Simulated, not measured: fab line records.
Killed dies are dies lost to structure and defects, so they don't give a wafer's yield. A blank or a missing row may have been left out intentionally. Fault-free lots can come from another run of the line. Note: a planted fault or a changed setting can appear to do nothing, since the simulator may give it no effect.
fab line records ; flow n5Finfet
[record] lots = 9; wafers = 25; lastDay = 18
route steps=1938 shown BEOL_M4@1111 BEOL_M14@1736 PASSIVATION@1936
lots with no fault: from the same line, run without faults
startH: hours from the record's opening day to when the first of the lot's shown wafers began ; waitH: hours elapsed since this lot's preceding step ; " unchanged from the row above ; L1.1+2: one row covering several wafers at once ; - either no value or no given start ; * or withheld: withheld ; < > ~ a bound
route shown NAME@n: NAME is a module with steps in the file, n the number in the route of the first one ; usual: mean/standard deviation of fault-free wafers ; same: alike in all rows ; chamber/n: place in a boat ; sites: per-site readings ; _std_site: how widely they spread, as a standard deviation ; _edge_site: inner sites' mean taken away from outer sites' mean ; radiusMm: how far each site lies from the wafer's centre ; mask NAME#n: copy n ; behind: the tool/chamber that last shaped the wafer ; hold: what put the lot on hold/how long, in hours/how the hold closed ; device: transistor that didn't switch, given as n, p or np ; end of line: tests of these same wafers at the route's end ; for a step that has no rows: nothing shown but its recipe ; killed: dies that structure and defects cost at the first sort, which is not the same as the wafer's yield ; map: dies across one wafer; x = killed, . = not, _ = none there
set.NAME: the run value of the setting; set.NAME@STEP: its run value at that earlier step ; model.NAME: the simulator's own value behind a step, which no gauge read
the route's steps for a sample of lots (tables are steps, rows are wafers)
services: from which hour (startH, from the record's first day; less than 0 if before it) a tool's chamber was out of use, for how many hours, and why
[[steps]]
[step N5_BEOL_M4_RC_MEAS_101]
[usual] DIBL_N = 35.6/1.7; DIBL_P = 35.0/2; IOFF_N = 0.148/0.027; IOFF_P = 0.19/0.032; ION_N = 671/14; ION_P = 460/9.1; SS_N = 71.3/0.62; SS_P = 73.0/0.64; VT_N = 251/3.2; VT_P = -251.5/2.9
lot.wafer;tool;chamber;startH;waitH;DIBL_N[mV/V];DIBL_P[mV/V];IOFF_N[nA/um];IOFF_P[nA/um];ION_N[uA/um];ION_P[uA/um];SS_N[mV/dec];SS_P[mV/dec];VT_N[mV];VT_P[mV]
L786.1;prober-01;0;207.20;0.0;38.2;38.9;0.168;0.20;692;473;72.1;73.6;250;-252.7
L786.3;prober-01;0;207.20;0.0;38.3;39.4;0.180;0.22;685;466;71.9;73.4;248;-253.7
L786.6;prober-01;0;207.20;0.0;37.6;38.2;0.164;0.20;687;465;71.9;73.0;249;-252.6
L789.4;prober-01;0;212.66;0.5;34.9;35.3;0.137;0.19;666;460;71.2;72.9;252;-252.1
L789.5;prober-01;0;212.66;0.5;35.0;32.8;0.124;0.15;633;436;71.7;72.5;254;-258.2
L794.2;prober-01;0;250.02;1.1;32.3;31.8;0.102;0.15;661;450;70.7;71.9;256;-255.6
L794.3;prober-01;0;250.02;1.1;33.3;32.9;0.117;0.17;657;453;70.4;72.2;254;-253.1
L794.5;prober-01;0;250.02;1.1;33.1;32.8;0.116;0.17;666;459;70.5;73.0;254;-251.8
L795.2;prober-02;0;253.14;0.2;36.1;36.8;0.198;0.24;690;472;71.4;74.1;244;-246.3
L795.3;prober-02;0;253.14;0.2;34.2;34.5;0.147;0.21;670;464;71.4;73.5;250;-245.1
L795.6;prober-02;0;253.14;0.2;33.9;33.6;0.139;0.19;672;457;71.4;72.5;249;-250.3
L801.2;prober-01;0;296.66;0.2;34.2;33.0;0.118;0.15;657;449;70.2;72.0;253;-255.5
L801.4;prober-01;0;296.66;0.2;36.4;35.6;0.160;0.19;690;466;71.7;72.1;248;-253.0
L801.6;prober-01;0;296.66;0.2;36.4;35.6;0.148;0.18;669;454;70.8;72.8;253;-252.2
L803.2;prober-02;0;305.38;0.2;35.5;34.2;0.119;0.18;662;458;70.5;72.3;253;-251.4
L803.4;prober-02;0;305.38;0.2;40.2;40.5;0.222;0.30;692;475;72.3;73.4;247;-244.4
L804.4;prober-02;0;308.85;0.5;34.3;32.5;0.125;0.17;661;453;71.1;72.1;250;-253.9
L804.5;prober-02;0;308.85;0.5;36.1;34.7;0.166;0.21;677;458;71.4;72.9;245;-248.5
L804.6;prober-02;0;308.85;0.5;33.4;31.5;0.114;0.16;662;460;70.9;71.8;254;-254.1
L806.2;prober-02;0;321.94;0.2;37.7;37.6;0.200;0.22;701;468;71.8;74.1;246;-253.1
L806.3;prober-02;0;321.94;0.2;35.9;35.5;0.155;0.19;679;458;71.2;73.3;249;-251.3
L806.6;prober-02;0;321.94;0.2;36.3;36.0;0.166;0.20;681;456;71.3;73.6;245;-250.3
L805.1;prober-01;0;322.01;0.0;37.0;37.4;0.156;0.22;677;472;71.3;73.3;250;-251.2
L805.3;prober-01;0;322.01;0.0;36.2;35.8;0.144;0.18;680;464;71.2;72.3;251;-253.6
L805.5;prober-01;0;322.01;0.0;34.6;33.7;0.120;0.16;668;462;69.9;72.6;254;-252.9
[step N5_BEOL_M14_CD_MEAS_17]
[recipe] targetCdNm = 250; polarity = opening
[usual] cdNm = 252.0/2.1
lot.wafer;tool;chamber;startH;waitH;cdNm
L786.1;cdSem-03;-;303.56;0.0;252.4
L786.3;cdSem-03;-;303.56;0.0;250.8
L786.6;cdSem-03;-;303.56;0.0;250.2
L789.4;cdSem-03;-;313.20;0.0;250.9
L789.5;cdSem-03;-;313.20;0.0;249.3
L795.2;cdSem-01;-;339.88;0.0;253.6
L795.3;cdSem-01;-;339.88;0.0;251.1
L795.6;cdSem-01;-;339.88;0.0;252.3
L794.2;cdSem-02;-;342.40;0.0;248.6
L794.3;cdSem-02;-;342.40;0.0;250.7
L794.5;cdSem-02;-;342.40;0.0;252.5
L801.2;cdSem-01;-;381.53;0.0;244.2
L801.4;cdSem-01;-;381.53;0.0;248.8
L801.6;cdSem-01;-;381.53;0.0;248.0
L803.2;cdSem-01;-;381.63;0.0;255.4
L803.4;cdSem-01;-;381.63;0.0;251.4
L804.4;cdSem-01;-;396.86;0.0;252.0
L804.5;cdSem-01;-;396.86;0.0;251.3
L804.6;cdSem-01;-;396.86;0.0;253.2
L805.1;cdSem-01;-;404.74;0.0;250.6
L805.3;cdSem-01;-;404.74;0.0;252.3
L805.5;cdSem-01;-;404.74;0.0;250.8
L806.2;cdSem-03;-;408.81;0.0;252.6
L806.3;cdSem-03;-;408.81;0.0;253.6
L806.6;cdSem-03;-;408.81;0.0;252.1
[step N5_BEOL_M14_DESCUM_33]
[recipe] chemistry = O2; timeS = 7.9; sourcePowerW = 50; biasPowerW = 20; pressureMtorr = 20; rfFrequencyHz = 2.712e+07; tempC = 40; o2FlowSccm = 225
[usual] drypumpMotorCurrentA = 5.7/0.42; oesProductAu = 0.83/0.074; rfVppV = 242.9/1.3; showerheadPlenumPTorr = 2.08/0.077; throttleValvePct = 20.44/0.23
lot.wafer;tool;chamber;startH;waitH;drypumpMotorCurrentA;oesProductAu;rfHoursCounterH;rfVppV;showerheadPlenumPTorr;throttleValvePct
L786.1;rieDiel-03;0;304.08;0.1;5.2;0.69;228;240.0;1.97;20.38
L786.3;rieDiel-03;1;304.08;0.1;5.9;0.85;57;243.0;2.15;20.13
L786.6;rieDiel-03;0;304.08;0.1;5.2;0.69;-;241.5;1.97;20.39
L789.4;rieDiel-01;3;313.73;0.1;6.0;0.78;122;241.3;2.02;20.11
L789.5;rieDiel-01;1;313.73;0.1;6.3;0.86;-;241.5;2.05;20.39
L795.2;rieDiel-03;0;340.29;0.0;5.2;0.68;243;241.4;1.96;20.41
L795.3;rieDiel-03;3;340.29;0.0;5.8;0.76;152;243.1;2.11;20.74
L795.6;rieDiel-03;0;340.29;0.0;5.2;0.67;-;243.8;1.96;20.42
L794.2;rieDiel-03;0;343.15;0.2;5.2;0.67;244;242.7;1.96;20.41
L794.3;rieDiel-03;1;343.15;0.2;5.9;0.83;72;244.6;2.14;20.16
L794.5;rieDiel-03;2;343.15;0.2;5.8;0.89;-;244.1;2.23;20.57
L801.2;rieDiel-01;2;382.14;0.2;5.8;0.80;95;242.0;2.05;20.74
L801.4;rieDiel-01;0;382.14;0.2;4.9;0.85;37;241.9;2.04;20.58
L801.6;rieDiel-01;2;382.14;0.2;5.8;0.81;-;242.0;2.05;20.75
L803.2;rieDiel-03;0;382.20;0.1;5.2;0.97;4;243.6;2.22;20.00
L803.4;rieDiel-03;1;382.20;0.1;5.8;0.81;91;243.6;2.13;20.20
L804.4;rieDiel-01;3;397.40;0.0;6.1;0.77;146;243.0;2.01;20.13
L804.5;rieDiel-01;2;397.40;0.0;5.8;0.80;-;242.0;2.05;20.74
L804.6;rieDiel-01;1;397.40;0.0;6.3;0.82;-;241.3;2.04;20.41
L805.1;rieDiel-03;0;405.29;0.0;5.2;0.93;13;244.7;2.22;20.00
L805.3;rieDiel-03;3;405.29;0.0;5.8;0.72;179;243.7;2.10;20.77
L805.5;rieDiel-03;3;405.29;0.0;5.8;0.72;-;240.6;2.10;20.76
L806.2;rieDiel-06;2;409.71;0.4;4.9;0.81;128;242.6;2.10;20.70
L806.3;rieDiel-06;3;409.71;0.4;6.0;0.85;57;243.0;2.06;20.63
L806.6;rieDiel-06;1;409.71;0.4;5.8;0.85;-;242.2;2.03;20.33
[step N5_BEOL_M14_PRE_CLEAN_42]
[recipe] gas = H2/He; timeS = 30; tempC = 300
[usual] heaterPowerW = 462/47
lot.wafer;tool;chamber;startH;waitH;heaterPowerW
L786.1;pvdSputter-03;-;308.97;0.0;535
L786.3;pvdSputter-03;-;308.97;0.0;517
L786.6;pvdSputter-03;-;308.97;0.0;471
L789.4;pvdSputter-03;-;323.16;0.0;475
L789.5;pvdSputter-03;-;323.16;0.0;444
L795.2;pvdSputter-03;-;343.00;0.0;469
L795.3;pvdSputter-03;-;343.00;0.0;533
L795.6;pvdSputter-03;-;343.00;0.0;467
L794.2;pvdSputter-01;-;344.58;0.0;542
L794.3;pvdSputter-01;-;344.58;0.0;364
L794.5;pvdSputter-01;-;344.58;0.0;363
L801.2;pvdSputter-02;-;383.37;0.0;482
L801.4;pvdSputter-02;-;383.37;0.0;457
L801.6;pvdSputter-02;-;383.37;0.0;441
L803.2;pvdSputter-03;-;383.78;0.0;473
L803.4;pvdSputter-03;-;383.78;0.0;530
L804.4;pvdSputter-02;-;399.24;0.0;468
L804.5;pvdSputter-02;-;399.24;0.0;427
L804.6;pvdSputter-02;-;399.24;0.0;452
L805.1;pvdSputter-01;-;410.02;0.0;428
L805.3;pvdSputter-01;-;410.02;0.0;533
L805.5;pvdSputter-01;-;410.02;0.0;365
L806.2;pvdSputter-03;-;411.55;0.0;464
L806.3;pvdSputter-03;-;411.55;0.0;532
L806.6;pvdSputter-03;-;411.55;0.0;453
[step N5_BEOL_M14_CMP_49]
[recipe] stopOn = SiO2; tOverpolishS = 5.2; downForcePsi = 2; platenRpm = 80; clearingPlatenDownForcePsi = 2; clearingPlatenRpm = 80; postCmpClean = cuAlkaline; targetThkNm = 560; clearingPlatenPadVelocityMS = 1.5917; padVelocityMS = 1.5917
[usual] barrierFieldEndpointS = 11.27/0.25; clearingPlatenDownForcePsi = 2.000/0.004; motorCurrentA = 8.0/0.8; overpolishRunS = 5.199/0.0084; slurryFilterDpKPa = 13.52/0.13; slurryFlowMlMin = 150.0/0.45; tOverpolishS = 5.2/0; timeToEndpointS = 120/4.2
lot.wafer;tool;chamber;startH;waitH;barrierFieldEndpointS;clearingPlatenDownForcePsi;motorCurrentA;overpolishRunS;slurryFilterDpKPa;slurryFlowMlMin;tOverpolishS;timeToEndpointS
L786.3;cmp-01;0;309.83;0.2;11.27;2.000;8.5;5.196;13.54;150.2;5.2;123
L786.1;cmp-01;1;309.83;0.2;11.03;2.003;8.8;5.184;13.44;150.3;5.2;121
L786.6;cmp-01;0;309.83;0.2;10.93;1.997;8.8;5.205;13.78;150.8;5.2;115
L789.4;cmp-01;2;324.05;0.2;11.18;1.997;7.5;5.207;13.27;150.3;5.2;115
L789.5;cmp-01;0;324.05;0.2;10.83;2.000;9.0;5.205;13.58;150.6;5.2;115
L795.2;cmp-01;0;343.86;0.2;-;-;-;-;-;-;-;-
L795.3;cmp-01;1;343.86;0.2;-;-;-;-;-;-;-;-
L795.6;cmp-01;0;343.86;0.2;-;-;-;-;-;-;-;-
L794.2;cmp-04;1;345.47;0.3;-;-;-;-;-;-;-;-
L794.3;cmp-04;2;345.47;0.3;-;-;-;-;-;-;-;-
L794.5;cmp-04;0;345.47;0.3;-;-;-;-;-;-;-;-
L801.4;cmp-01;3;384.31;0.3;10.96;2.000;6.9;5.202;13.51;150.3;5.2;118
L801.2;cmp-01;1;384.31;0.3;11.47;1.993;8.5;5.198;13.55;149.6;5.2;123
L801.6;cmp-01;3;384.31;0.3;11.23;2.001;6.8;5.201;13.29;150.2;5.2;116
L803.2;cmp-01;2;384.97;0.2;11.47;1.992;7.5;5.209;13.51;150.0;5.2;127
L803.4;cmp-01;0;384.97;0.2;11.63;2.005;8.3;5.188;13.56;149.6;5.2;128
L804.4;cmp-01;1;400.11;0.2;11.43;1.997;8.6;5.191;13.64;150.3;5.2;122
L804.6;cmp-01;0;400.11;0.2;11.25;2.006;8.8;5.177;13.60;150.0;5.2;121
L804.5;cmp-01;1;400.11;0.2;11.53;2.002;8.6;5.218;13.51;151.0;5.2;124
L805.1;cmp-01;2;410.90;0.3;11.56;2.003;7.5;5.210;13.34;150.3;5.2;125
L805.3;cmp-01;0;410.90;0.3;11.65;2.003;8.9;5.198;13.73;149.9;5.2;126
L805.5;cmp-01;3;410.90;0.3;11.33;1.996;7.1;5.201;13.51;149.6;5.2;125
L806.3;cmp-01;3;412.44;0.2;11.15;1.998;7.1;5.191;13.42;149.7;5.2;121
L806.2;cmp-01;0;412.44;0.2;11.31;1.998;9.2;5.216;13.35;149.8;5.2;124
L806.6;cmp-01;2;412.44;0.2;11.35;2.003;7.3;5.200;13.40;150.0;5.2;126
[step N5_BEOL_M14_THK_MEAS_50]
[recipe] thkMeasGauge = xrf; reads = Cu_of_BEOL_M14_ECD_47
[usual] M14_THK = 555/12
lot.wafer;tool;chamber;startH;waitH;M14_THK[nm]
L786.1;filmMetro-02;-;310.09;-;547
L786.3;filmMetro-02;-;310.09;-;564
L786.6;filmMetro-02;-;310.09;-;550
L789.4;filmMetro-02;-;324.24;-;549
L789.5;filmMetro-02;-;324.24;-;548
L795.2;filmMetro-01;-;344.11;0.2;1215
L795.3;filmMetro-01;-;344.11;0.2;1231
L795.6;filmMetro-01;-;344.11;0.2;1221
L794.2;filmMetro-02;-;345.70;0.2;1243
L794.3;filmMetro-02;-;345.70;0.2;1249
L794.5;filmMetro-02;-;345.70;0.2;1249
L801.2;filmMetro-02;-;384.57;-;537
L801.4;filmMetro-02;-;384.57;-;572
L801.6;filmMetro-02;-;384.57;-;530
L803.2;filmMetro-02;-;385.27;-;552
L803.4;filmMetro-02;-;385.27;-;566
L804.4;filmMetro-02;-;400.37;-;562
L804.5;filmMetro-02;-;400.37;-;532
L804.6;filmMetro-02;-;400.37;-;549
L805.1;filmMetro-02;-;411.20;-;551
L805.3;filmMetro-02;-;411.20;-;556
L805.5;filmMetro-02;-;411.20;-;554
L806.2;filmMetro-01;-;412.67;-;556
L806.3;filmMetro-01;-;412.67;-;555
L806.6;filmMetro-01;-;412.67;-;564
[step N5_BEOL_M14_RS_MEAS_54]
[recipe] thkMeasGauge = four-point-probe; reads = Cu_of_BEOL_M14_ECD_47+Ta_of_BEOL_M14_SPUTTER_44+TaN_of_BEOL_M14_SPUTTER_43
[usual] M14_RS = 0.0331/0.00073
lot.wafer;tool;chamber;startH;waitH;M14_RS[ohm/sq]
L786.1;filmMetro-01;-;310.25;0.1;0.0336
L786.3;filmMetro-01;-;310.25;0.1;0.0327
L786.6;filmMetro-01;-;310.25;0.1;0.0336
L789.4;filmMetro-02;-;324.36;0.0;0.0334
L789.5;filmMetro-02;-;324.36;0.0;0.0338
L795.2;filmMetro-01;-;344.24;0.1;0.0135
L795.3;filmMetro-01;-;344.24;0.1;0.0134
L795.6;filmMetro-01;-;344.24;0.1;0.0135
L794.2;filmMetro-01;-;345.83;0.1;0.0137
L794.3;filmMetro-01;-;345.83;0.1;0.0136
L794.5;filmMetro-01;-;345.83;0.1;0.0137
L801.2;filmMetro-01;-;384.70;0.1;0.0346
L801.4;filmMetro-01;-;384.70;0.1;0.0322
L801.6;filmMetro-01;-;384.70;0.1;0.0350
L803.2;filmMetro-02;-;385.39;0.1;0.0333
L803.4;filmMetro-02;-;385.39;0.1;0.0326
L804.4;filmMetro-01;-;400.50;0.0;0.0328
L804.5;filmMetro-01;-;400.50;0.0;0.0346
L804.6;filmMetro-01;-;400.50;0.0;0.0339
L805.1;filmMetro-02;-;411.33;0.0;0.0337
L805.3;filmMetro-02;-;411.33;0.0;0.0334
L805.5;filmMetro-02;-;411.33;0.0;0.0334
L806.2;filmMetro-02;-;412.79;0.1;0.0327
L806.3;filmMetro-02;-;412.79;0.1;0.0328
L806.6;filmMetro-02;-;412.79;0.1;0.0325
[step N5_BEOL_M14_INSPECT_55]
[recipe] inspectInstrument = darkfield; mode = postDep
[usual] rawDefectCount = 67/21
lot.wafer;tool;chamber;startH;waitH;rawDefectCount
L786.1;defectInspect-02;-;310.27;0.0;125
L786.3;defectInspect-02;-;310.27;0.0;77
L786.6;defectInspect-02;-;310.27;0.0;83
L789.4;defectInspect-02;-;324.39;0.0;90
L789.5;defectInspect-02;-;324.39;0.0;69
L795.2;defectInspect-01;-;344.27;0.0;6622
L795.3;defectInspect-01;-;344.27;0.0;6460
L795.6;defectInspect-01;-;344.27;0.0;6544
L794.2;defectInspect-01;-;345.85;0.0;6369
L794.3;defectInspect-01;-;345.85;0.0;6558
L794.5;defectInspect-01;-;345.85;0.0;6501
L801.2;defectInspect-01;-;384.72;0.0;63
L801.4;defectInspect-01;-;384.72;0.0;82
L801.6;defectInspect-01;-;384.72;0.0;44
L803.2;defectInspect-01;-;385.42;0.0;45
L803.4;defectInspect-01;-;385.42;0.0;40
L804.4;defectInspect-01;-;400.53;0.0;130
L804.5;defectInspect-01;-;400.53;0.0;97
L804.6;defectInspect-01;-;400.53;0.0;72
L805.1;defectInspect-01;-;411.36;0.0;47
L805.3;defectInspect-01;-;411.36;0.0;62
L805.5;defectInspect-01;-;411.36;0.0;78
L806.2;defectInspect-02;-;412.82;0.0;67
L806.3;defectInspect-02;-;412.82;0.0;45
L806.6;defectInspect-02;-;412.82;0.0;49
[step N5_PASSIVATION_PROBE_49]
[usual] defectLimitedYield = 91.2/1.6; killed_at_M0_to_M3 = 35/11; killed_at_M4_up = 14/5.4; killedAtContacts = 13/6; killedAtFrontEnd = 38/11; killedAtOther = 3.4/2.6; killedDies = 104/19; killedOnRim = 13/3.9; killedOpen = 68/13; killedShort = 34/8.5; sort_bin_5_function = 5.1/1; sort_bin_6_memory = 3.3/0.72; sort_bin_8_speed = 0.1/0.9; sortNPass = 1075/22; sortYieldPct = 91.1/1.9
[same] grossDies = 1180; killedAtBackSide = 0; sort_bin_4_leakage[%] = 0
lot.wafer;tool;chamber;startH;waitH;defectLimitedYield[%];killed_at_M0_to_M3;killed_at_M4_up;killedAtContacts;killedAtFrontEnd;killedAtOther;killedDies;killedOnRim;killedOpen;killedShort;sort_bin_5_function[%];sort_bin_6_memory[%];sort_bin_8_speed[%];sortNPass;sortYieldPct[%]
L794.2;prober-01;-;367.17;0.1;0;36;1093;12;37;2;1180;152;61;41;5.7;2.5;0;0;0
L794.3;prober-01;-;367.22;0.1;0;55;1073;12;32;8;1180;152;82;39;6.1;3.8;0;0;0
L794.5;prober-01;-;367.32;0.2;0;37;1087;16;39;1;1180;152;67;35;4.5;3.9;0;0;0
L795.2;prober-01;-;370.04;0.1;0;47;1094;7;26;6;1180;152;72;26;5.4;2.7;0;0;0
L795.3;prober-01;-;370.09;0.1;0;38;1067;10;60;5;1180;152;79;42;6.0;4.2;0;0;0
L795.6;prober-01;-;370.24;0.3;0;32;1103;4;32;9;1180;152;57;37;5.0;2.5;0;0;0
// killed by level:class
L794.2 BEOL_M14:areaCmp=1078 FIN_SAQP:geometricParticle:open=9 BEOL_M0_SAQP:geometricParticle:short=9 GATE_CUT:geometricParticle:short=8 MOL_CONTACT_COAG:geometricParticle:open=7 STI_FIN_REVEAL:geometricParticle:open=6 BEOL_M1:geometricParticle:open=6 BEOL_M2:geometricParticle:open=6
L794.3 BEOL_M14:areaCmp=1059 BEOL_M0_SAQP:geometricParticle:short=13 BEOL_M0_SAQP:geometricParticle:open=12 BEOL_M3:geometricParticle:open=12 MOL_CONTACT_COAG:geometricParticle:open=11 STI_FIN_REVEAL:geometricParticle:open=8 BEOL_M2:geometricParticle:open=7 BEOL_M1:geometricParticle:open=5
L794.5 BEOL_M14:areaCmp=1078 MOL_CONTACT_COAG:geometricParticle:open=11 FIN_SAQP:geometricParticle:open=10 BEOL_M2:geometricParticle:open=10 FIN_SAQP:geometricParticle:short=7 BEOL_M3:geometricParticle:open=7 MOL_CONTACT_COAG:geometricParticle:short=5 BEOL_M0_SAQP:geometricParticle:open=5
L795.2 BEOL_M14:areaCmp=1082 BEOL_M2:geometricParticle:open=21 STI_FIN_REVEAL:geometricParticle:open=10 STI_FIN_REVEAL:geometricParticle:short=6 MOL_CONTACT_COAG:geometricParticle:open=6 BEOL_M0_SAQP:geometricParticle:short=5 BEOL_M3:geometricParticle:open=5 BEOL_M1:geometricParticle:open=4
L795.3 BEOL_M14:areaCmp=1058 FIN_SAQP:geometricParticle:open=22 FIN_SAQP:geometricParticle:short=15 BEOL_M2:geometricParticle:open=14 BEOL_M1:geometricParticle:open=7 GATE_CUT:geometricParticle:open=6 MOL_CONTACT_COAG:geometricParticle:short=6 BEOL_M0_SAQP:geometricParticle:short=6
L795.6 BEOL_M14:areaCmp=1086 BEOL_M1:geometricParticle:open=9 BEOL_M4:geometricParticle:open=9 FIN_SAQP:geometricParticle:open=7 BEOL_M2:geometricParticle:open=7 STI_FIN_REVEAL:geometricParticle:open=6 BEOL_M0_SAQP:geometricParticle:short=5 BEOL_M2:geometricParticle:short=5
[[services]]
tool;chamber;startH;hours;kind
cmp-01;-;281.06;-;consumableReplace:conditioner
cmp-01;-;281.06;-;consumableReplace:pad
rieDiel-06;1;282.21;-;clean
rieDiel-06;1;282.21;-;consumableReplace:focusRing
rieDiel-06;1;282.21;13.8;scheduledDown
rieDiel-06;1;282.21;13.8;ventCycle
rieDiel-01;2;306.55;1.8;repair
rieDiel-01;-;317.64;2.8;pm
pvdSputter-01;-;352.83;2.6;repair
cmp-04;-;357.06;31.8;repair
cmp-01;-;358.42;3.8;repair
rieDiel-03;0;361.23;-;clean
rieDiel-03;0;361.23;-;consumableReplace:focusRing
rieDiel-03;0;361.23;-;consumableReplace:showerhead
rieDiel-03;0;361.23;14.1;scheduledDown
rieDiel-03;0;361.23;14.1;ventCycle
cmp-04;-;393.24;1.4;repair
[[key]]
[firstSign] step = N5_BEOL_M14_CMP_49; reading = toolRecord; direction = missing
[effect] step = N5_BEOL_M14_THK_MEAS_50; reading = M14_THK; direction = up; sigmas = 57; usual = 555; struck = 1235
[effect] step = N5_BEOL_M14_RS_MEAS_54; reading = M14_RS; direction = down; sigmas = 27; usual = 0.0331; struck = 0.0136
[effect] step = N5_BEOL_M14_INSPECT_55; reading = rawDefectCount; direction = up; sigmas = 99+; usual = 67; struck = 6509
[effect] step = N5_PASSIVATION_PROBE_49; reading = killed_at_M4_up; direction = up; sigmas = 99+; usual = 14; struck = 1086
[moreKillsBornAt] N5_BEOL_M14_CMP_49@cmp-01 = 3226; N5_BEOL_M14_CMP_49@cmp-04 = 3215
metAt N5_BEOL_M14_CMP_49
struckLots L794,L795
laterRowsLeftOut L794.2,L794.3,L794.5,L795.2,L795.3,L795.6
notActingAt N5_BEOL_M14_CD_MEAS_17,N5_BEOL_M14_DESCUM_33,N5_BEOL_M14_PRE_CLEAN_42
onsetBetween 324.05 343.86
[fault] kind = skippedStepWhole; tool = cmp-01,cmp-04; chamber = -; onsetH = 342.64; steps = N5_BEOL_M14_CMP_49; scope = struckLotsOnly
// laterRowsLeftOut: the simulator's readings of these wafers behind a module that went badly wrong aren't trusted and aren't shown, but for the sort
